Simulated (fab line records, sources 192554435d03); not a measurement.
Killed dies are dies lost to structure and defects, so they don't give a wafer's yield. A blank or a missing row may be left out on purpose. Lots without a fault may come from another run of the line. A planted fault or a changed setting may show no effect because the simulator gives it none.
Chamber matching | flow n5_finfet | N5_GATE_CUT_STRIP_59 on rie_diel-02: 4 sister chambers
The step strips in N2/H2, time 20 s. 8 wafers are shown with their chamber, then 8 later ones without.

WAFERS WITH THEIR CHAMBER
wafer  | chamber | drypump_motor_current_A (A) | showerhead_plenum_p_Torr (Torr)
L075.2 | 3       | 6.16                        | 3.36
L080.5 | 2       | 5.97                        | 3.39
L083.6 | 2       | 5.95                        | 3.38
L087.4 | 1       | 5.97                        | 3.55
L090.2 | 3       | 6.16                        | 3.34
L090.5 | 1       | 5.97                        | 3.55
L090.6 | 0       | 5.49                        | 3.30
L091.4 | 0       | 5.49                        | 3.30

WAFERS WITHOUT THEIR CHAMBER
wafer  | drypump_motor_current_A (A) | showerhead_plenum_p_Torr (Torr)
L091.5 | 5.47                        | 3.30
L091.6 | 5.97                        | 3.55
L093.3 | 5.96                        | 3.37
L093.5 | 5.94                        | 3.37
L093.6 | 6.15                        | 3.34
L097.1 | 5.96                        | 3.37
L097.2 | 5.98                        | 3.54
L097.6 | 5.98                        | 3.37

WHICH CHAMBER EACH WENT THROUGH
wafer  | from the rows above | in truth
L091.5 | 0                   | 0
L091.6 | 1                   | 1
L093.3 | 2                   | 2
L093.5 | 2                   | 2
L093.6 | 3                   | 3
L097.1 | 2                   | 2
L097.2 | 1                   | 1
L097.6 | 2                   | 2
Placed correctly: 8 of 8. Can't be placed from these rows: 0. Placed wrongly: 0.
How it was worked out, from the rows above alone: a wafer's distance from a chamber is the root of the sum, over the readings, of the square of ((its reading less the chamber's mean) divided by the reading's scatter). The wafer belongs to the nearest chamber; if the next one is less than 2 further off, it can't be placed. A chamber's mean is the mean of its shown wafers. The scatter: the root of (the sum of the squares of (reading less its chamber's mean) over the shown wafers, divided by (wafers less chambers)).
